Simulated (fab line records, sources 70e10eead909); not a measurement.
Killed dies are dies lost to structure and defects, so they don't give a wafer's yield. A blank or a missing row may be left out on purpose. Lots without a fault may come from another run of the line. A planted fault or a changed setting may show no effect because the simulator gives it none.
fab line records | flow nand_harc | part 2 of 2: steps 5 to 6 of 6
record lots=24 wafers=72 last_day=24
route steps=1159 shown A_M0@1008 A_M1@1040 A_BONDPAD@1072
lots that met no fault: from a run of the same line without faults
start_h: hours from the record's first day to the start of the lot's first wafer shown | wait_h: hours since the lot's step before | " the same as in the row above | L1.1+2: a row that stands for several wafers | - no value, or no start given | * or withheld: withheld | < > ~ a bound
route shown NAME@n: a module of which the file shows steps, and the number in the route of the first | usual: mean/standard deviation of fault-free wafers | same: alike in all rows | chamber/n: place in a boat | sites: the reading at each site | _std_site: their standard deviation | _edge_site: outer sites' mean less inner sites' | radius_mm: how far each site lies from the wafer's centre | mask NAME#n: copy n | behind: the tool/chamber that last shaped the wafer | hold: why the lot was held/for how many hours/how that ended | device: the transistor (n, p or np) that didn't switch | end of line: the same wafers' tests at the end of the route | a step without rows: its recipe alone | killed: dies lost to structure and defects at the first sort, not the wafer's yield | map: a wafer's dies, x killed, . not, _ none there
set.NAME: the setting as run; set.NAME@STEP: as run at that earlier step | model.NAME: the simulator's own value behind a step, which no gauge read
steps of the route over a sample of lots; a table a step, a row a wafer
services: from which hour (start_h, from the record's first day; less than 0 if before it) a tool's chamber was out of use, for how many hours, and why
## steps
# step NHARC_A_BONDPAD_DESCUM_11
# recipe time_s=3 o2_flow_sccm=200 ar_flow_sccm=0 bias_power_w=0 chemistry=O2
# usual drypump_motor_current_A=5.6/0.41 oes_product_au=1.003/0.011 rf_vpp_V=57.7/0.9 showerhead_plenum_p_Torr=1.90/0.081 throttle_valve_pct=11.311/0.0085
# columns lot.wafer tool chamber start_h wait_h drypump_motor_current_A oes_product_au rf_hours_counter_h rf_vpp_V showerhead_plenum_p_Torr throttle_valve_pct
L076.1 rie_diel-03 1 415.22 - 5.8 1.013 0 57.4 1.99 11.315
L076.2 " 3 " " 5.7 1.018 0 57.4 1.97 11.321
L076.6 " 0 " " 4.9 1.015 - 58.8 1.86 11.306
L074.3 rie_diel-03 0 417.44 - 4.9 1.016 1 57.5 1.86 11.300
L074.4 " 1 " " 5.7 1.011 1 57.9 1.99 11.317
L074.1 " 2 " " 5.5 0.992 1 57.0 1.81 11.307
L075.3 rie_diel-03 3 418.61 - 5.7 1.023 1 58.2 1.97 11.313
L075.4 " 2 " " 5.5 0.988 1 56.5 1.81 11.313
L075.5 " 0 " " 4.9 1.017 - 57.9 1.86 11.315
L077.2 rie_diel-05 0 422.11 - 5.9 1.001 17 56.0 1.78 11.309
L077.1 " 1 " " 5.2 0.997 16 58.6 1.79 11.314
L077.4 " 3 " " 5.7 0.985 17 58.1 1.99 11.315
L078.1 rie_diel-05 2 422.48 - 6.6 0.991 16 57.6 1.81 11.320
L078.3 " 0 " " 5.8 0.998 17 56.2 1.78 11.309
L078.6 " 3 " " 5.7 0.986 - 56.8 1.99 11.322
L080.4 rie_diel-03 0 435.98 - 4.9 1.016 2 56.7 1.86 11.306
L080.1 " 1 " " 5.8 1.003 1 57.2 1.99 11.318
L080.5 " 0 " " 4.9 1.015 - 56.8 1.86 11.313
L079.3 rie_diel-03 3 438.87 - 5.6 0.996 2 59.1 1.97 11.303
L079.1 " 0 " " 4.9 1.009 2 57.4 1.86 11.327
L079.5 " 2 " " 5.6 0.983 - 55.7 1.81 11.315
L081.2 rie_diel-03 3 439.46 - 5.6 1.011 2 56.8 1.97 11.311
L081.3 " 0 " " 4.9 1.005 2 57.5 1.86 11.309
L081.4 " 1 " " 5.7 1.005 2 59.6 1.99 11.305
L082.4 rie_diel-03 1 459.46 - 5.7 1.000 2 58.2 1.99 11.313
L082.1 " 3 " " 5.6 1.021 2 58.0 1.97 11.323
L082.2 " 0 " " 4.9 1.020 3 56.8 1.86 11.310
L083.1 rie_diel-05 0 459.68 - 5.8 1.006 26 56.9 1.78 11.315
L083.2 " 3 " " 5.7 0.987 26 57.4 1.99 11.302
L083.5 " 1 " " 5.2 1.009 - 59.4 1.79 11.312
L084.4 rie_diel-03 3 461.65 - 5.6 1.007 3 58.5 1.97 11.312
L084.3 " 1 " " 5.8 1.001 2 57.4 1.99 11.323
L084.5 " 3 " " 5.6 1.003 - 57.5 1.97 11.307
L087.3 rie_diel-05 3 472.81 - 5.7 0.990 28 58.4 1.98 11.315
L087.2 " 1 " " 5.2 1.013 26 57.9 1.79 11.313
L087.5 " 3 " " 5.7 0.981 - 57.8 1.98 11.293
L088.3 rie_diel-03 1 486.95 - 5.7 1.005 3 59.2 1.99 11.310
L088.4 " 2 " " 5.6 0.990 3 57.8 1.81 11.308
L088.2 " 0 " " 4.9 1.013 3 58.5 1.86 11.316
L086.1 rie_diel-03 3 488.09 - 5.6 0.999 3 57.1 1.97 11.298
L086.3 " 0 " " 4.9 1.012 3 56.4 1.86 11.321
L086.5 " 2 " " 5.6 0.986 - 58.3 1.81 11.326
L089.4 rie_diel-03 0 489.79 - 4.9 1.006 4 56.3 1.86 11.313
L089.6 " 1 " " 5.8 1.004 - 57.7 1.99 11.297
L089.5 " 2 " " 5.6 0.994 - 55.9 1.81 11.310
L085.3 rie_diel-03 0 490.95 - 4.9 1.009 4 58.4 1.86 11.315
L085.4 " 2 " " 5.6 0.995 3 58.2 1.81 11.294
L085.5 " 0 " " 4.9 1.007 - 57.7 1.86 11.300
L092.3 rie_diel-03 0 503.92 - 4.9 1.021 4 58.1 1.86 11.320
L092.2 " 2 " " 5.6 0.997 4 58.6 1.81 11.313
L092.6 " 0 " " 4.9 1.022 - 55.7 1.86 11.306
L091.1 rie_diel-02 1 516.37 - 6.0 0.996 1 58.1 1.89 11.315
L091.2 " 0 " " 6.4 1.013 1 58.5 2.08 11.312
L091.6 " 1 " " 5.9 0.997 - 58.4 1.89 11.305
L090.2 rie_diel-03 2 520.30 - 5.6 0.985 4 56.8 1.81 11.317
L090.4 " 0 " " 4.9 1.011 5 56.4 1.86 11.317
L090.6 " 2 " " 5.6 0.990 - 57.3 1.81 11.313
L093.1 rie_diel-03 3 521.42 - 5.6 1.012 4 58.7 1.97 11.304
L093.3 " 0 " " 4.9 1.016 5 57.6 1.86 11.313
L093.5 " 3 " " 5.6 1.010 - 58.9 1.97 11.305
L097.2 rie_diel-03 2 533.43 - 5.6 0.995 5 57.6 1.81 11.312
L097.1 " 1 " " 5.7 0.998 5 57.3 1.99 11.305
L097.5 " 2 " " 5.5 0.989 - 55.6 1.81 11.320
L095.4 rie_diel-03 2 533.87 - 5.6 0.980 5 57.5 1.81 11.327
L095.1 " 3 " " 5.6 1.001 5 58.7 1.97 11.321
L095.6 " 2 " " 5.6 0.990 - 56.2 1.81 11.322
L096.3 rie_diel-05 2 545.99 - 6.6 1.004 4 56.9 1.81 11.304
L096.4 " 3 " " 5.7 0.993 4 58.5 1.98 11.313
L096.5 " 2 " " 6.6 1.006 - 57.1 1.81 11.308
L094.4 rie_diel-03 3 549.43 - 5.6 1.001 5 59.4 1.97 11.313
L094.2 " 2 " " 5.6 0.993 5 57.4 1.81 11.304
L094.6 " 3 " " 5.6 1.003 - 58.3 1.97 11.285
# step NHARC_A_BONDPAD_CD_MEAS_13
# usual cd_nm=500.2/2.2
# columns lot.wafer tool chamber start_h wait_h cd_nm
L076.1 cd_sem-01 - 415.53 - 500.7
L076.2 " - " " 504.0
L076.6 " - " " 502.1
L074.1 cd_sem-01 - 417.76 - 497.9
L074.3 " - " " 496.8
L074.4 " - " " 500.2
L075.3 cd_sem-03 - 418.93 - 500.0
L075.4 " - " " 501.3
L075.5 " - " " 501.6
L077.1 cd_sem-03 - 422.43 - 502.1
L077.2 " - " " 502.6
L077.4 " - " " 506.1
L078.1 cd_sem-01 - 422.80 - 496.6
L078.3 " - " " 497.9
L078.6 " - " " 500.0
L080.1 cd_sem-01 - 436.28 - 502.5
L080.4 " - " " 503.6
L080.5 " - " " 504.0
L079.1 cd_sem-03 - 439.17 - 497.2
L079.3 " - " " 498.5
L079.5 " - " " 496.9
L081.2 cd_sem-01 - 439.78 - 498.8
L081.3 " - " " 501.5
L081.4 " - " " 496.9
L082.1 cd_sem-01 - 459.77 - 502.4
L082.2 " - " " 497.8
L082.4 " - " " 499.0
L083.1 cd_sem-03 - 460.05 - 498.2
L083.2 " - " " 498.5
L083.5 " - " " 501.8
L084.3 cd_sem-03 - 461.98 - 500.8
L084.4 " - " " 497.3
L084.5 " - " " 498.4
L087.2 cd_sem-01 - 473.12 - 498.2
L087.3 " - " " 497.1
L087.5 " - " " 497.4
L088.2 cd_sem-01 - 487.27 - 500.9
L088.3 " - " " 499.9
L088.4 " - " " 497.7
L086.1 cd_sem-03 - 488.38 - 501.4
L086.3 " - " " 500.6
L086.5 " - " " 499.9
L089.4 cd_sem-01 - 490.08 - 498.8
L089.5 " - " " 504.8
L089.6 " - " " 501.2
L085.3 cd_sem-03 - 491.26 - 501.9
L085.4 " - " " 500.0
L085.5 " - " " 500.2
L092.2 cd_sem-01 - 504.23 - 502.6
L092.3 " - " " 499.0
L092.6 " - " " 500.4
L091.1 cd_sem-03 - 516.69 - 500.7
L091.2 " - " " 497.9
L091.6 " - " " 497.6
L090.2 cd_sem-01 - 520.64 - 500.3
L090.4 " - " " 500.7
L090.6 " - " " 503.2
L093.1 cd_sem-03 - 521.73 - 497.7
L093.3 " - " " 499.4
L093.5 " - " " 500.2
L097.1 cd_sem-01 - 533.75 - 500.2
L097.2 " - " " 496.1
L097.5 " - " " 500.6
L095.1 cd_sem-01 - 534.18 - 503.5
L095.4 " - " " 500.7
L095.6 " - " " 499.8
L096.3 cd_sem-03 - 546.31 - 501.1
L096.4 " - " " 498.7
L096.5 " - " " 500.4
L094.2 cd_sem-03 - 549.74 - 500.6
L094.4 " - " " 499.1
L094.6 " - " " 499.4
## services
# columns tool chamber start_h hours kind
rie_diel-08 0 389.31 4.1 repair
pvd_sputter-02 - 392.05 10.0 pm
rie_diel-03 - 392.30 9.0 pm
rie_diel-09 1 404.20 12.5 repair
rie_diel-09 3 405.88 1.5 repair
rie_diel-09 3 421.85 13.1 repair
rie_diel-03 - 426.01 1.8 repair
rie_diel-09 - 431.28 9.0 pm
rie_diel-04 2 431.69 6.0 repair
rie_diel-12 1 453.09 1.6 repair
pvd_sputter-03 - 458.07 10.0 pm
rie_diel-04 - 465.93 9.0 pm
rie_diel-10 - 476.85 1.0 repair
rie_diel-08 - 478.95 9.0 pm
rie_diel-12 0 482.97 7.9 repair
rie_diel-04 0 491.07 6.6 repair
rie_diel-01 - 491.80 9.0 pm
rie_diel-10 3 492.50 2.7 repair
pvd_sputter-02 - 496.49 5.5 repair
rie_diel-04 3 500.63 7.6 repair
rie_diel-12 - 501.23 0.5 repair
rie_diel-08 0 511.84 4.2 repair
rie_diel-04 0 513.01 22.5 repair
rie_diel-09 - 522.82 0.3 repair
